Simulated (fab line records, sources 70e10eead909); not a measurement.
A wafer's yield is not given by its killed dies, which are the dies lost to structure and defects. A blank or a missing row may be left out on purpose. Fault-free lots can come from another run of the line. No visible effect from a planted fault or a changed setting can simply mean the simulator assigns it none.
What tool caused it? / flow nand_harc / Sampling: 13 lots, 39 wafers, 6 of 1159 route steps

WHAT EACH GAUGE READ, for each wafer
NHARC_A_ONON_D1_THK_MEAS_24: measures by ellipsometry. Usual: 999 nm for thk_nm, sd 7.9.
lot=L223; measured=day 8 01:19; on=film_metro-02; thk_nm (nm)=999 998 998; flag=
lot=L225; measured=day 8 06:38; on=film_metro-02; thk_nm (nm)=990 989 991; flag=
lot=L227; measured=day 9 02:01; on=film_metro-01; thk_nm (nm)=1011 1011 1012; flag=
lot=L228; measured=day 9 07:13; on=film_metro-01; thk_nm (nm)=999 998 999; flag=
lot=L229; measured=day 9 21:24; on=film_metro-02; thk_nm (nm)=992 993 993; flag=
lot=L231; measured=day 9 21:02; on=film_metro-02; thk_nm (nm)=998 998 997; flag=
lot=L230; measured=day 10 09:00; on=film_metro-02; thk_nm (nm)=992 991 991; flag=
lot=L234; measured=day 11 03:36; on=film_metro-01; thk_nm (nm)=1508 1508 1510; flag=OFF
lot=L236; measured=day 11 03:15; on=film_metro-02; thk_nm (nm)=1505 1504 1505; flag=OFF
lot=L235; measured=day 11 03:23; on=film_metro-02; thk_nm (nm)=1023 1022 1023; flag=
lot=L243; measured=day 12 17:34; on=film_metro-01; thk_nm (nm)=998 996 995; flag=
lot=L242; measured=day 13 03:10; on=film_metro-02; thk_nm (nm)=988 989 988; flag=
lot=L246; measured=day 13 16:57; on=film_metro-02; thk_nm (nm)=990 989 990; flag=

NHARC_END_SORT_01. Usual: killed_at_array 27, standard deviation 12; killed_at_other 0.9, standard deviation 1.1; killed_at_periphery 3.2, standard deviation 2.4; killed_dies 31, standard deviation 12; killed_open 3.3, standard deviation 1.7; killed_short 2.0, standard deviation 1.6.
lot=L234; measured=day 25 04:38; on=prober-02; killed_at_array=676 671 670; killed_at_other=0 1 3; killed_at_periphery=1 5 4; killed_dies=677 677 677; killed_open=1 5 5; killed_short=4 2 2; flag=OFF
lot=L236; measured=day 25 03:07; on=prober-01; killed_at_array=675 677 676; killed_at_other=1 0 1; killed_at_periphery=1 0 0; killed_dies=677 677 677; killed_open=3 5 3; killed_short=2 1 3; flag=OFF

EACH LOT AND THE TOOL THAT RAN IT (in order: tool; ch and the chambers of the sampled wafers; start)
lot=L223; NHARC_P_M2_ETCH_15=rie_diel-03 ch 2,3, day 6 07:04 or earlier; NHARC_P_M2_ANNEAL_31=rtp_anneal-01 ch 0, day 6 07:04; NHARC_P_BONDPAD_DESCUM_11=rie_diel-04 ch 1,2, day 6 09:44; NHARC_A_ONON_D1_DEP_22=pecvd_onon-02 ch 0, day 8 00:49
lot=L225; NHARC_P_M2_ETCH_15=rie_diel-13 ch 1,2, day 6 16:28 or earlier; NHARC_P_M2_ANNEAL_31=rtp_anneal-01 ch 0, day 6 16:28; NHARC_P_BONDPAD_DESCUM_11=rie_diel-12 ch 0,1, day 6 19:26; NHARC_A_ONON_D1_DEP_22=pecvd_onon-01 ch 0, day 8 06:08
lot=L227; NHARC_P_M2_ETCH_15=rie_diel-03 ch 2,3, day 7 08:44 or earlier; NHARC_P_M2_ANNEAL_31=rtp_anneal-01 ch 0, day 7 08:44; NHARC_P_BONDPAD_DESCUM_11=rie_diel-12 ch 0,1,2, day 7 11:26; NHARC_A_ONON_D1_DEP_22=pecvd_onon-01 ch 0, day 9 01:31
lot=L228; NHARC_P_M2_ETCH_15=rie_diel-03 ch 1,2,3, day 7 14:43 or earlier; NHARC_P_M2_ANNEAL_31=rtp_anneal-01 ch 0, day 7 14:43; NHARC_P_BONDPAD_DESCUM_11=rie_diel-07 ch 1,2,3, day 7 17:39; NHARC_A_ONON_D1_DEP_22=pecvd_onon-04 ch 0, day 9 06:46
lot=L229; NHARC_P_M2_ETCH_15=rie_diel-03 ch 0,3, day 7 21:59 or earlier; NHARC_P_M2_ANNEAL_31=rtp_anneal-02 ch 0, day 7 21:59; NHARC_P_BONDPAD_DESCUM_11=rie_diel-04 ch 0,1, day 8 00:47; NHARC_A_ONON_D1_DEP_22=pecvd_onon-02 ch 0, day 9 20:53
lot=L231; NHARC_P_M2_ETCH_15=rie_diel-03 ch 0,1,3, day 8 02:59 or earlier; NHARC_P_M2_ANNEAL_31=rtp_anneal-01 ch 0, day 8 02:59; NHARC_P_BONDPAD_DESCUM_11=rie_diel-04 ch 2,3, day 8 05:44; NHARC_A_ONON_D1_DEP_22=pecvd_onon-01 ch 0, day 9 20:39
lot=L230; NHARC_P_M2_ETCH_15=rie_diel-13 ch 0,3, day 8 10:42 or earlier; NHARC_P_M2_ANNEAL_31=rtp_anneal-02 ch 0, day 8 10:42; NHARC_P_BONDPAD_DESCUM_11=rie_diel-04 ch 0,1,2, day 8 13:16; NHARC_A_ONON_D1_DEP_22=pecvd_onon-01 ch 0, day 10 08:38
lot=L234; NHARC_P_M2_ETCH_15=rie_diel-11 ch 0,2,3, day 9 09:43 or earlier; NHARC_P_M2_ANNEAL_31=rtp_anneal-01 ch 0, day 9 09:43; NHARC_P_BONDPAD_DESCUM_11=rie_diel-07 ch 0,1,2, day 9 12:38; NHARC_A_ONON_D1_DEP_22=pecvd_onon-01 ch 0, day 11 03:13
lot=L236; NHARC_P_M2_ETCH_15=rie_diel-03 ch 0,3, day 9 10:46 or earlier; NHARC_P_M2_ANNEAL_31=rtp_anneal-02 ch 0, day 9 10:46; NHARC_P_BONDPAD_DESCUM_11=rie_diel-04 ch 0,1,3, day 9 13:35; NHARC_A_ONON_D1_DEP_22=pecvd_onon-01 ch 0, day 11 02:44
lot=L235; NHARC_P_M2_ETCH_15=rie_diel-13 ch 0,2,3, day 9 10:59 or earlier; NHARC_P_M2_ANNEAL_31=rtp_anneal-01 ch 0, day 9 10:59; NHARC_P_BONDPAD_DESCUM_11=rie_diel-04 ch 0,2,3, day 9 13:43; NHARC_A_ONON_D1_DEP_22=pecvd_onon-02 ch 0, day 11 02:56
lot=L243; NHARC_P_M2_ETCH_15=rie_diel-03 ch 0,1,3, day 11 00:16 or earlier; NHARC_P_M2_ANNEAL_31=rtp_anneal-02 ch 0, day 11 00:16; NHARC_P_BONDPAD_DESCUM_11=rie_diel-04 ch 2,3, day 11 02:59; NHARC_A_ONON_D1_DEP_22=pecvd_onon-04 ch 0, day 12 17:03
lot=L242; NHARC_P_M2_ETCH_15=rie_diel-03 ch 2,3, day 11 09:44 or earlier; NHARC_P_M2_ANNEAL_31=rtp_anneal-02 ch 0, day 11 09:44; NHARC_P_BONDPAD_DESCUM_11=rie_diel-04 ch 1,2, day 11 12:22; NHARC_A_ONON_D1_DEP_22=pecvd_onon-04 ch 0, day 13 02:50
lot=L246; NHARC_P_M2_ETCH_15=rie_diel-03 ch 0,2,3, day 12 01:34 or earlier; NHARC_P_M2_ANNEAL_31=rtp_anneal-02 ch 0, day 12 01:34; NHARC_P_BONDPAD_DESCUM_11=rie_diel-04 ch 0,1, day 12 04:35; NHARC_A_ONON_D1_DEP_22=pecvd_onon-01 ch 0, day 13 16:26
- NHARC_P_M2_ETCH_15: etches the open film in C4F8/Ar, target depth 182.5 nm, time 91.2 s.
- NHARC_P_M2_ANNEAL_31: time 90 s.
- NHARC_P_BONDPAD_DESCUM_11: chemistry O2, time 3 s.
- NHARC_A_ONON_D1_DEP_22: target thk 1000 nm.

WHAT THE TOOLS THEMSELVES READ (means of the sampled wafers that have a number; where no wafer has one, the mark that the record gives instead)
NHARC_P_M2_ETCH_15. Usual: oes_product_au 0.946 a.u., standard deviation 0.025; rf_vpp_V 441.0 V, standard deviation 2.5.
lot=L223; tool=rie_diel-03; oes_product_au (a.u.)=0.967; rf_vpp_V (V)=438.7; flag=
lot=L225; tool=rie_diel-13; oes_product_au (a.u.)=0.919; rf_vpp_V (V)=438.9; flag=
lot=L227; tool=rie_diel-03; oes_product_au (a.u.)=0.930; rf_vpp_V (V)=439.2; flag=
lot=L228; tool=rie_diel-03; oes_product_au (a.u.)=0.929; rf_vpp_V (V)=440.6; flag=
lot=L229; tool=rie_diel-03; oes_product_au (a.u.)=0.974; rf_vpp_V (V)=441.3; flag=
lot=L231; tool=rie_diel-03; oes_product_au (a.u.)=0.931; rf_vpp_V (V)=442.1; flag=
lot=L230; tool=rie_diel-13; oes_product_au (a.u.)=0.914; rf_vpp_V (V)=442.4; flag=
lot=L234; tool=rie_diel-11; oes_product_au (a.u.)=0.953; rf_vpp_V (V)=440.7; flag=
lot=L236; tool=rie_diel-03; oes_product_au (a.u.)=0.951; rf_vpp_V (V)=441.3; flag=
lot=L235; tool=rie_diel-13; oes_product_au (a.u.)=0.931; rf_vpp_V (V)=441.0; flag=
lot=L243; tool=rie_diel-03; oes_product_au (a.u.)=0.971; rf_vpp_V (V)=442.3; flag=
lot=L242; tool=rie_diel-03; oes_product_au (a.u.)=0.953; rf_vpp_V (V)=440.2; flag=
lot=L246; tool=rie_diel-03; oes_product_au (a.u.)=0.971; rf_vpp_V (V)=439.7; flag=

NHARC_P_M2_ANNEAL_31. Usual: 226.0 for wafer_temp_C_max, sd 0.38.
lot=L223 tool=rtp_anneal-01 wafer_temp_C_max=226.6 flag=
lot=L225 tool=rtp_anneal-01 wafer_temp_C_max=226.1 flag=
lot=L227 tool=rtp_anneal-01 wafer_temp_C_max=226.2 flag=
lot=L228 tool=rtp_anneal-01 wafer_temp_C_max=226.2 flag=
lot=L229 tool=rtp_anneal-02 wafer_temp_C_max=225.4 flag=
lot=L231 tool=rtp_anneal-01 wafer_temp_C_max=225.9 flag=
lot=L230 tool=rtp_anneal-02 wafer_temp_C_max=225.6 flag=
lot=L234 tool=rtp_anneal-01 wafer_temp_C_max=226.1 flag=
lot=L236 tool=rtp_anneal-02 wafer_temp_C_max=225.9 flag=
lot=L235 tool=rtp_anneal-01 wafer_temp_C_max=226.3 flag=
lot=L243 tool=rtp_anneal-02 wafer_temp_C_max=225.8 flag=
lot=L242 tool=rtp_anneal-02 wafer_temp_C_max=225.6 flag=
lot=L246 tool=rtp_anneal-02 wafer_temp_C_max=225.7 flag=

NHARC_P_BONDPAD_DESCUM_11. Usual: drypump_motor_current_A 5.6 A, standard deviation 0.58; oes_product_au 1.007 a.u., standard deviation 0.015; rf_vpp_V 57.7 V, standard deviation 0.83; showerhead_plenum_p_Torr 1.94 Torr, standard deviation 0.07; throttle_valve_pct 11.311 %, standard deviation 0.0088.
lot=L223; tool=rie_diel-04; drypump_motor_current_A (A)=5.2; oes_product_au (a.u.)=1.024; rf_vpp_V (V)=58.0; showerhead_plenum_p_Torr (Torr)=1.97; throttle_valve_pct (%)=11.312; flag=
lot=L225; tool=rie_diel-12; drypump_motor_current_A (A)=5.8; oes_product_au (a.u.)=0.996; rf_vpp_V (V)=57.4; showerhead_plenum_p_Torr (Torr)=1.94; throttle_valve_pct (%)=11.311; flag=
lot=L227; tool=rie_diel-12; drypump_motor_current_A (A)=5.9; oes_product_au (a.u.)=0.994; rf_vpp_V (V)=58.6; showerhead_plenum_p_Torr (Torr)=1.98; throttle_valve_pct (%)=11.308; flag=
lot=L228; tool=rie_diel-07; drypump_motor_current_A (A)=5.4; oes_product_au (a.u.)=0.999; rf_vpp_V (V)=57.7; showerhead_plenum_p_Torr (Torr)=1.99; throttle_valve_pct (%)=11.309; flag=
lot=L229; tool=rie_diel-04; drypump_motor_current_A (A)=5.2; oes_product_au (a.u.)=1.020; rf_vpp_V (V)=57.7; showerhead_plenum_p_Torr (Torr)=1.85; throttle_valve_pct (%)=11.301; flag=
lot=L231; tool=rie_diel-04; drypump_motor_current_A (A)=5.7; oes_product_au (a.u.)=1.004; rf_vpp_V (V)=57.6; showerhead_plenum_p_Torr (Torr)=2.00; throttle_valve_pct (%)=11.310; flag=
lot=L230; tool=rie_diel-04; drypump_motor_current_A (A)=5.2; oes_product_au (a.u.)=1.024; rf_vpp_V (V)=57.8; showerhead_plenum_p_Torr (Torr)=1.91; throttle_valve_pct (%)=11.313; flag=
lot=L234; tool=rie_diel-07; drypump_motor_current_A (A)=5.8; oes_product_au (a.u.)=0.992; rf_vpp_V (V)=57.4; showerhead_plenum_p_Torr (Torr)=1.91; throttle_valve_pct (%)=11.311; flag=
lot=L236; tool=rie_diel-04; drypump_motor_current_A (A)=5.6; oes_product_au (a.u.)=1.011; rf_vpp_V (V)=57.5; showerhead_plenum_p_Torr (Torr)=1.89; throttle_valve_pct (%)=11.319; flag=
lot=L235; tool=rie_diel-04; drypump_motor_current_A (A)=5.7; oes_product_au (a.u.)=1.002; rf_vpp_V (V)=57.9; showerhead_plenum_p_Torr (Torr)=1.94; throttle_valve_pct (%)=11.307; flag=
lot=L243; tool=rie_diel-04; drypump_motor_current_A (A)=6.1; oes_product_au (a.u.)=0.997; rf_vpp_V (V)=57.2; showerhead_plenum_p_Torr (Torr)=1.97; throttle_valve_pct (%)=11.308; flag=
lot=L242; tool=rie_diel-04; drypump_motor_current_A (A)=5.2; oes_product_au (a.u.)=1.014; rf_vpp_V (V)=58.3; showerhead_plenum_p_Torr (Torr)=1.97; throttle_valve_pct (%)=11.315; flag=
lot=L246; tool=rie_diel-04; drypump_motor_current_A (A)=5.2; oes_product_au (a.u.)=1.016; rf_vpp_V (V)=57.7; showerhead_plenum_p_Torr (Torr)=1.85; throttle_valve_pct (%)=11.307; flag=

THE ANSWER, worked out from the rows above alone
Rule: lot off if the mean of its wafers having a number is beyond 3 standard deviations from the usual mean. Also off: a lot with no number at a reading for which 4 or more lots have one. Where the step has rows for the other lots, those lots are counted as sound. The gauges are gone through in route order, then the tools' own readings, and for those a lot's mean is taken as printed above. At the first step where some lot is off, the reading lying furthest off is the one used; lots without a number count as furthest.
Off at NHARC_A_ONON_D1_THK_MEAS_24 (thk_nm): L234, L236.
A tool fits if, at a process step before that reading, it ran every lot that is off, and no sound lot after the first of them. Not tried: the gauges at NHARC_A_ONON_D1_THK_MEAS_24; whatever is off there is also off at NHARC_END_SORT_01, on other tools, and gauge error can't account for it. NHARC_P_M2_ETCH_15: start missing for some lots; hours and lot order therefore follow NHARC_P_M2_ANNEAL_31. No candidate that was tried fits.

WHAT THE SIMULATOR HAD PUT IN
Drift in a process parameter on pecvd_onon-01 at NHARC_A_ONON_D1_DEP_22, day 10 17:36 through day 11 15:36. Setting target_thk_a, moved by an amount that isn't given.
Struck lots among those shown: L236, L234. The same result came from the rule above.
